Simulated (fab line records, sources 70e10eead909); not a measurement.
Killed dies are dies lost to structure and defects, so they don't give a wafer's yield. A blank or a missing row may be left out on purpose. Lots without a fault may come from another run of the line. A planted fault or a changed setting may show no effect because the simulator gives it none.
fab line records | flow nand_harc
record lots=5 wafers=15 last_day=23
route steps=1159 shown P_M1@295 END@1159
lots that met no fault: from a run of the same line without faults
start_h: hours from the record's first day to the start of the lot's first wafer shown | wait_h: hours since the lot's step before | " the same as in the row above | L1.1+2: a row that stands for several wafers | - no value, or no start given | * or withheld: withheld | < > ~ a bound
route shown NAME@n: a module of which the file shows steps, and the number in the route of the first | usual: mean/standard deviation of fault-free wafers | same: alike in all rows | chamber/n: place in a boat | sites: the reading at each site | _std_site: their standard deviation | _edge_site: outer sites' mean less inner sites' | radius_mm: how far each site lies from the wafer's centre | mask NAME#n: copy n | behind: the tool/chamber that last shaped the wafer | hold: why the lot was held/for how many hours/how that ended | device: the transistor (n, p or np) that didn't switch | end of line: the same wafers' tests at the end of the route | a step without rows: its recipe alone | killed: dies lost to structure and defects at the first sort, not the wafer's yield | map: a wafer's dies, x killed, . not, _ none there
set.NAME: the setting as run; set.NAME@STEP: as run at that earlier step | model.NAME: the simulator's own value behind a step, which no gauge read
lots at some steps of the route; a table a step, a row a wafer
services: from which hour (start_h, from the record's first day; less than 0 if before it) a tool's chamber was out of use, for how many hours, and why
## steps
# step NHARC_P_M1_CD_MEAS_09
# recipe target_cd_nm=130 landing_energy_ev=500
# usual cd_nm=130.0/0.66
# columns lot.wafer tool chamber start_h wait_h cd_nm
L629.2 cd_sem-03 0 136.40 - 130.6
L629.3 " 0 " " 129.9
L629.6 " 0 " " 129.1
L631.3 cd_sem-01 0 154.34 - 130.5
L631.4 " 0 " " 129.8
L631.6 " 0 " " 130.7
L633.1 cd_sem-03 0 166.54 - 130.6
L633.3 " 0 " " 129.7
L633.6 " 0 " " 130.8
L644.1 cd_sem-01 0 229.59 - 129.2
L644.2 " 0 " " 129.9
L644.4 " 0 " " 130.4
L648.1 cd_sem-01 0 247.38 - 130.5
L648.2 " 0 " " 130.1
L648.5 " 0 " " 130.8
# step NHARC_P_M1_OVL_MEAS_10
# recipe pitch_nm=260
# usual overlay_x_nm=0.0/0.82 overlay_y_nm=-0.4/0.87
# columns lot.wafer tool chamber start_h wait_h overlay_x_nm overlay_y_nm
L629.2 overlay-01 - 136.48 - -1.4 0.0
L629.3 " - " " -2.1 0.3
L629.6 " - " " -1.6 -0.2
L631.3 overlay-02 - 154.42 - -0.9 1.6
L631.4 " - " " -1.7 1.3
L631.6 " - " " -0.9 1.9
L633.1 overlay-02 - 166.63 - 0.3 -1.8
L633.3 " - " " -0.6 -1.8
L633.6 " - " " 0.2 -1.6
L644.1 overlay-02 - 229.67 - 1.2 -1.3
L644.2 " - " " 1.1 -1.1
L644.4 " - " " 1.3 -1.2
L648.1 overlay-02 - 247.49 - 0.6 0.0
L648.2 " - " " 0.3 -0.2
L648.5 " - " " -0.2 -0.5
# step NHARC_P_M1_INSPECT_11
# usual raw_defect_count=4.0/2.2
# columns lot.wafer tool chamber start_h wait_h raw_defect_count
L629.2 defect_inspect-02 - 136.52 0.0 4
L629.3 " - " " 2
L629.6 " - " " 4
L631.3 defect_inspect-01 - 154.46 0.0 7
L631.4 " - " " 2
L631.6 " - " " 4
L633.1 defect_inspect-02 - 166.67 0.0 4
L633.3 " - " " 8
L633.6 " - " " 5
L644.1 defect_inspect-02 - 229.71 0.0 6
L644.2 " - " " 2
L644.4 " - " " 5
L648.1 defect_inspect-02 - 247.53 0.0 5
L648.2 " - " " 2
L648.5 " - " " 4
# step NHARC_P_M1_DESCUM_14
# recipe time_s=3 o2_flow_sccm=200 ar_flow_sccm=0 bias_power_w=0 chemistry=O2
# step NHARC_P_M1_ETCH_35
# recipe target_depth_a=400 overetch_a=120 time_s=43.94 ion_energy_ev=200 n2_flow_sccm=150 h2_flow_sccm=150 ar_flow_sccm=0 rf_w=400 bias_w=150 chemistry=N2/H2
# usual drypump_motor_current_A=5.8/0.49 mfc_ar_sccm=0.004/0.0077 oes_product_au=1.001/0.012 rf_vpp_V=431.9/2.1 showerhead_plenum_p_Torr=2.09/0.075 throttle_valve_pct=14.170/0.0091
# columns lot.wafer tool chamber start_h wait_h drypump_motor_current_A mfc_ar_sccm oes_product_au rf_hours_counter_h rf_vpp_V showerhead_plenum_p_Torr throttle_valve_pct
L629.2 rie_diel-05 2 136.68 0.1 5.5 0.006 0.989 9 432.7 2.13 14.166
L629.3 " 3 " " 6.2 0 1.013 10 434.5 2.17 14.174
L629.6 " 1 " " 5.3 0 0.996 - 429.7 2.04 14.164
L631.4 rie_diel-05 1 154.61 0.1 5.3 0 1.009 13 429.9 2.04 14.179
L631.3 " 3 " " 6.2 0 1.018 11 433.5 2.17 14.162
L631.6 " 0 " " 5.7 0.014 1.001 - 434.7 2.21 14.171
L633.3 rie_diel-09 2 166.82 0.1 6.0 0.028 0.995 6 431.1 2.07 14.169
L633.1 " 0 " " 5.6 0 0.989 6 432.7 2.13 14.174
L633.6 " 2 " " 6.1 0.028 1.004 - 430.3 2.07 14.154
L644.4 rie_diel-02 1 229.86 0.1 5.6 0.000 1.016 2 431.7 2.08 14.169
L644.1 " 3 " " 6.4 0 0.999 2 433.1 2.15 14.156
L644.2 " 0 " " 4.8 0 0.993 2 427.3 1.92 14.162
L648.2 rie_diel-02 3 247.68 0.1 6.4 0 1.006 2 433.9 2.15 14.183
L648.1 " 0 " " 4.8 0 0.998 2 427.6 1.92 14.174
L648.5 " 3 " " 6.4 0 1.000 - 433.5 2.15 14.168
# step NHARC_P_M1_ETCH_15
# recipe target_depth_a=1825 time_s=91.2 c4f8_flow_sccm=withheld ar_flow_sccm=400 rf_w=600 bias_w=300 chemistry=C4F8/Ar
# usual oes_product_au=0.954/0.025 rf_vpp_V=442.0/2.3
# columns lot.wafer tool chamber start_h wait_h oes_product_au rf_hours_counter_h rf_vpp_V
L629.3 rie_diel-05 1 - - 0.940 11 440.4
L629.2 " 3 " " 0.938 10 445.1
L629.6 " 0 " " 0.938 - 445.9
L631.4 rie_diel-05 2 - - 0.909 11 443.2
L631.3 " 3 " " 0.935 11 444.4
L631.6 " 2 " " 0.906 - 442.7
L633.3 rie_diel-09 1 - - 0.965 6 440.1
L633.1 " 3 " " 0.944 5 443.0
L633.6 " 1 " " 0.959 - 440.6
L644.2 rie_diel-02 0 - - 0.952 2 436.8
L644.1 " 1 " " 0.986 2 441.0
L644.4 " 2 " " 1.011 2 440.6
L648.2 rie_diel-02 3 - - 0.972 2 444.4
L648.1 " 1 " " 0.992 2 442.9
L648.5 " 3 " " 0.956 - 444.0
# step NHARC_P_M1_CD_MEAS_16
# usual cd_nm=129.8/0.93
# columns lot.wafer tool chamber start_h wait_h cd_nm
L629.2 cd_sem-01 - 136.89 - 130.6
L629.3 " - " " 130.1
L629.6 " - " " 129.9
L631.3 cd_sem-02 - 154.83 - 129.8
L631.4 " - " " 129.4
L631.6 " - " " 129.5
L633.1 cd_sem-03 - 167.03 - 129.7
L633.3 " - " " 130.0
L633.6 " - " " 131.9
L644.1 cd_sem-02 - 230.08 - 130.2
L644.2 " - " " 129.2
L644.4 " - " " 129.2
L648.1 cd_sem-02 - 247.89 - 130.1
L648.2 " - " " 130.4
L648.5 " - " " 131.1
# step NHARC_P_M1_STRIP_18
# recipe power_w=1000 n2_flow_sccm=150 h2_flow_sccm=150 ar_flow_sccm=0 bias_w=0 chemistry=N2/H2
# step NHARC_P_M1_ETCH_28
# recipe target_depth_a=300 over_etch_frac=0.3 time_s=72.99 ion_energy_ev=150 cf4_flow_sccm=50 n2_flow_sccm=100 ar_flow_sccm=150 rf_w=300 bias_w=100 chemistry=CF4/N2
# step NHARC_P_M1_STRIP_19
# recipe time_s=600 temp_c=30 chemistry=post_etch_residue_remover
# step NHARC_P_M1_DEGAS_29
# recipe temp_c=250 time_s=60
# usual heater_power_w=342/23
# columns lot.wafer tool chamber start_h wait_h heater_power_w
L629.2 pvd_sputter-03 - 137.61 - 346
L629.3 " - " " 351
L629.6 " - " " 305
L631.3 pvd_sputter-02 - 155.55 - 361
L631.4 " - " " 338
L631.6 " - " " 366
L633.1 pvd_sputter-02 - 167.74 - 295
L633.3 " - " " 332
L633.6 " - " " 297
L644.2 pvd_sputter-01 - 230.79 - 366
L644.4 " - " " 340
L644.1 " - " " 361
L648.2 pvd_sputter-02 - 248.69 - 370
L648.1 " - " " 339
L648.5 " - " " 317
# step NHARC_P_M1_PRE_CLEAN_30
# recipe time_s=30 temp_c=280 gas=H2/He
# usual heater_power_w=419/29
# columns lot.wafer tool chamber start_h wait_h heater_power_w
L629.3 pvd_sputter-03 - - - 436
L629.2 " - " " 386
L629.6 " - " " 441
L631.3 pvd_sputter-02 - - - 415
L631.4 " - " " 454
L631.6 " - " " 366
L633.1 pvd_sputter-02 - - - 455
L633.3 " - " " 429
L633.6 " - " " 441
L644.1 pvd_sputter-01 - - - 431
L644.2 " - " " 457
L644.4 " - " " 402
L648.1 pvd_sputter-02 - - - 384
L648.2 " - " " 432
L648.5 " - " " 388
# step NHARC_P_M1_PVD_20
# recipe target_thk_a=50 bias_v=168.6 power_w=15000 chamber_pressure_pa=0.12 time_s=8.06 substrate_temp_c=50 material=TaN
# usual cathode_dc_power_W=15000/2.5 chamber_pressure_pa=0.12/0.00023 throttle_valve_pct=29.6/0.88 time_s=8.06/0
# columns lot.wafer tool chamber start_h wait_h cathode_dc_power_W chamber_pressure_pa throttle_valve_pct time_s
L629.2 pvd_sputter-03 - 137.71 - 14995 0.12029 30.3 8.06
L629.3 " - " " 15000 0.11993 29.5 8.06
L629.6 " - " " 15002 0.11993 29.7 8.06
L631.3 pvd_sputter-02 - 155.65 - 15002 0.12009 30.9 8.06
L631.4 " - " " 15000 0.12022 29.5 8.06
L631.6 " - " " 15001 0.11999 27.7 8.06
L633.1 pvd_sputter-02 - 167.86 - 15000 0.11993 29.6 8.06
L633.3 " - " " 14999 0.12026 30.0 8.06
L633.6 " - " " 14998 0.1199 29.6 8.8733
L644.1 pvd_sputter-01 - 230.92 - 15002 0.12006 27.8 8.06
L644.2 " - " " 15001 0.12046 30.5 8.06
L644.4 " - " " 15002 0.12006 29.3 8.06
L648.2 pvd_sputter-02 - 248.81 - 14998 0.1201 29.7 8.06
L648.1 " - " " 15002 0.11985 30.0 8.06
L648.5 " - " " 15001 0.11978 28.8 8.06
# step NHARC_P_M1_PVD_21
# recipe target_thk_a=300 chamber_pressure_pa=5 power_w=5000 substrate_temp_c=30 time_s=20.49 material=Cu
# usual cathode_dc_power_W=5000.0/0.83 chamber_pressure_pa=5.002/0.0093 throttle_valve_pct=29.5/0.92 time_s=20.49/0
# columns lot.wafer tool chamber start_h wait_h cathode_dc_power_W chamber_pressure_pa throttle_valve_pct time_s
L629.2 pvd_sputter-03 - - - 4999.1 5.008 29.3 20.49
L629.3 " - " " 5000.9 5.001 29.5 20.49
L629.6 " - " " 4998.8 5.014 29.6 20.49
L631.3 pvd_sputter-02 - - - 5000.1 4.987 27.8 20.49
L631.4 " - " " 5000.3 4.996 29.9 20.49
L631.6 " - " " 4999.6 4.998 28.1 20.49
L633.1 pvd_sputter-02 - - - 5001.1 5.005 27.9 20.49
L633.3 " - " " 5001.0 5.009 29.7 20.49
L633.6 " - " " 4999.2 4.997 27.9 20.49
L644.1 pvd_sputter-01 - - - 4999.3 5.000 29.4 20.49
L644.4 " - " " 4999.1 4.991 30.1 20.49
L644.2 " - " " 5000.4 5.018 27.9 20.49
L648.2 pvd_sputter-02 - - - 4999.6 5.002 27.6 20.49
L648.1 " - " " 5001.5 5.017 29.5 20.49
L648.5 " - " " 5000.6 4.999 29.0 20.49
# step NHARC_END_SORT_01
# recipe temp_c=25
# usual defect_limited_yield=95.4/1.5 killed_at_array=27/9.9 killed_at_other=0.5/0.76 killed_at_periphery=3.4/2.2 killed_dies=31/10 killed_open=3.3/2 killed_short=2.0/1.5 sort_bin_2_pct=1.5/0.64 sort_bin_3_pct=0.21/0.2 sort_bin_4_pct=2.9/0.97 sort_n_pass=646/10 sort_rim_yield_pct=96.9/2 sort_yield_pct=95.4/1.5
# same gross_dies=677 sort_bin_5_pct[%]=0 sort_bin_6_pct[%]=0 sort_bin_7_pct[%]=0 sort_bin_8_pct[%]=0 sort_rim_n_gross=106.00
# columns lot.wafer tool chamber start_h wait_h defect_limited_yield[%] killed_at_array killed_at_other killed_at_periphery killed_dies killed_open killed_short sort_bin_2_pct[%] sort_bin_3_pct[%] sort_bin_4_pct[%] sort_n_pass sort_rim_yield_pct[%] sort_yield_pct[%]
L629.2 prober-02 0 462.50 2.8 96.6 22 0 1 23 1 0 1.8 0.15 1.5 654 99.1 96.6
L629.3 prober-02 0 463.28 3.1 95.6 29 0 1 30 1 2 0.9 0.30 3.2 647 92.5 95.6
L629.6 prober-02 0 465.65 3.9 96.2 21 1 4 26 5 2 1.2 0.30 2.4 651 99.1 96.2
L633.1 prober-02 0 483.92 2.5 93.6 38 1 4 43 3 1 1.8 0 4.6 634 98.1 93.6
L633.3 prober-02 0 485.52 3.1 93.9 36 0 5 41 1 0 1.9 0.44 3.7 636 97.2 93.9
L633.6 prober-02 0 487.93 4.0 91.3 53 2 4 59 4 3 3.0 0.15 5.6 618 94.3 91.3
L644.1 prober-02 0 541.45 2.5 96.5 18 0 6 24 7 1 1.2 0 2.4 653 100.0 96.5
L648.1 prober-02 0 558.05 2.5 92.3 49 0 3 52 5 1 3.7 0.15 3.8 625 98.1 92.3
L648.2 prober-02 0 558.86 2.8 93.8 33 1 8 42 2 3 1.9 0.59 3.7 635 94.3 93.8
L648.5 prober-02 0 561.29 3.7 93.8 37 0 5 42 3 1 3.0 0.30 3.0 635 98.1 93.8
# killed by level:class
L629.2 A_CHANNEL_HOLE_D1:chamber_film_flake=13 A_CONTACT:chamber_film_flake=4 A_WL_FILL:chamber_film_flake=3 A_STAIRCASE:chamber_film_flake=2 P_GATE:geometric_particle:open=1
L629.3 A_CHANNEL_HOLE_D1:chamber_film_flake=11 A_BLC:chamber_film_flake=7 A_CONTACT:chamber_film_flake=4 A_STAIRCASE:chamber_film_flake=3 A_ONON_D1:geometric_particle:short=1 A_WL_FILL:geometric_particle:short=1 A_BLC:geometric_particle:open=1 P_GATE:chamber_film_flake=1
L629.6 A_CHANNEL_HOLE_D1:chamber_film_flake=9 A_STAIRCASE:chamber_film_flake=5 A_CONTACT:chamber_film_flake=3 A_CONTACT:geometric_particle:open=2 P_CONTACT:geometric_particle:open=1 P_M0:geometric_particle:open=1 P_M0:geometric_particle:short=1 A_WL_FILL:geometric_particle:open=1
L633.1 A_SLIT:chamber_film_flake=17 A_CHANNEL_HOLE_D1:chamber_film_flake=11 A_STAIRCASE:chamber_film_flake=4 P_GATE:chamber_film_flake=3 A_CONTACT:chamber_film_flake=2 P_M0:geometric_particle:open=1 A_SOURCE_PLATE:geometric_particle:open=1 A_ONON_D1:geometric_particle:open=1
L633.3 A_CHANNEL_HOLE_D1:chamber_film_flake=18 A_SLIT:chamber_film_flake=12 P_GATE:chamber_film_flake=4 A_STAIRCASE:chamber_film_flake=3 A_WL_FILL:geometric_particle:open=1 P_STI:chamber_film_flake=1 A_ZERO_WELL:chamber_film_flake=1 A_CONTACT:chamber_film_flake=1
L633.6 A_CHANNEL_HOLE_D1:chamber_film_flake=19 A_SLIT:chamber_film_flake=15 A_STAIRCASE:chamber_film_flake=9 A_CONTACT:chamber_film_flake=3 A_CONTACT:geometric_particle:open=2 P_GATE:chamber_film_flake=2 THIN_TSV:chamber_film_flake=2 P_M0:geometric_particle:open=1
L644.1 A_CHANNEL_HOLE_D1:chamber_film_flake=9 A_STAIRCASE:chamber_film_flake=2 A_CONTACT:chamber_film_flake=2 P_CONTACT:geometric_particle:short=1 P_CONTACT:geometric_particle:open=1 P_M0:geometric_particle:open=1 P_M2:geometric_particle:open=1 A_CHANNEL_HOLE_D1:geometric_particle:open=1
L648.1 A_SLIT:chamber_film_flake=29 A_CHANNEL_HOLE_D1:chamber_film_flake=4 A_WL_FILL:chamber_film_flake=4 A_CONTACT:chamber_film_flake=3 A_WL_FILL:geometric_particle:open=2 A_M1:chamber_film_flake=2 A_ONON_D1:geometric_particle:open=1 A_CONTACT:geometric_particle:open=1
L648.2 A_SLIT:chamber_film_flake=15 A_CHANNEL_HOLE_D1:chamber_film_flake=9 P_M2:chamber_film_flake=5 A_CONTACT:chamber_film_flake=4 P_CONTACT:geometric_particle:open=2 A_STAIRCASE:chamber_film_flake=2 P_STI:geometric_particle:short=1 A_WL_FILL:geometric_particle:short=1
L648.5 A_SLIT:chamber_film_flake=14 A_CHANNEL_HOLE_D1:chamber_film_flake=8 A_CONTACT:chamber_film_flake=5 A_WL_FILL:chamber_film_flake=4 P_M2:chamber_film_flake=3 A_M1:chamber_film_flake=2 P_CONTACT:geometric_particle:open=1 P_M0:geometric_particle:open=1
## services
# columns tool chamber start_h hours kind
pvd_sputter-03 - 117.59 1.5 repair
rie_diel-05 0 118.18 - clean
rie_diel-05 1 118.18 - clean
rie_diel-05 2 118.18 - clean
rie_diel-05 3 118.18 - clean
rie_diel-02 0 129.71 - clean
rie_diel-02 1 129.71 - clean
rie_diel-02 2 129.71 - clean
rie_diel-02 3 129.71 - clean
rie_diel-05 0 142.70 - clean
rie_diel-05 1 142.70 - clean
rie_diel-05 2 142.70 - clean
rie_diel-05 3 142.70 - clean
rie_diel-02 3 144.63 8.4 repair
rie_diel-02 - 150.70 9.0 pm
rie_diel-02 0 150.70 9.0 vent_cycle
rie_diel-02 1 150.70 9.0 vent_cycle
pvd_sputter-03 - 155.92 2.0 repair
pvd_sputter-01 - 158.17 10.0 pm
rie_diel-09 - 163.03 0.7 repair
rie_diel-05 - 163.60 9.0 pm
rie_diel-09 2 179.54 1.7 repair
pvd_sputter-02 - 214.07 10.0 pm
pvd_sputter-03 - 215.16 12.0 repair
## key
first_sign step=NHARC_P_M1_PVD_20 reading=time_s direction=up sigmas=99+ usual=* struck=*
effect none on later readings
met_at NHARC_P_M1_PVD_20
struck_wafers L633.6
onset_between 155.65 167.86
fault kind=process_parameter_drift tool=pvd_sputter-02 chamber=- onset_h=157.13 steps=NHARC_P_M1_PVD_20 channel=time_s offset=* shape=step end_h=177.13 scope=struck_wafers_only acts_in=* stated=*
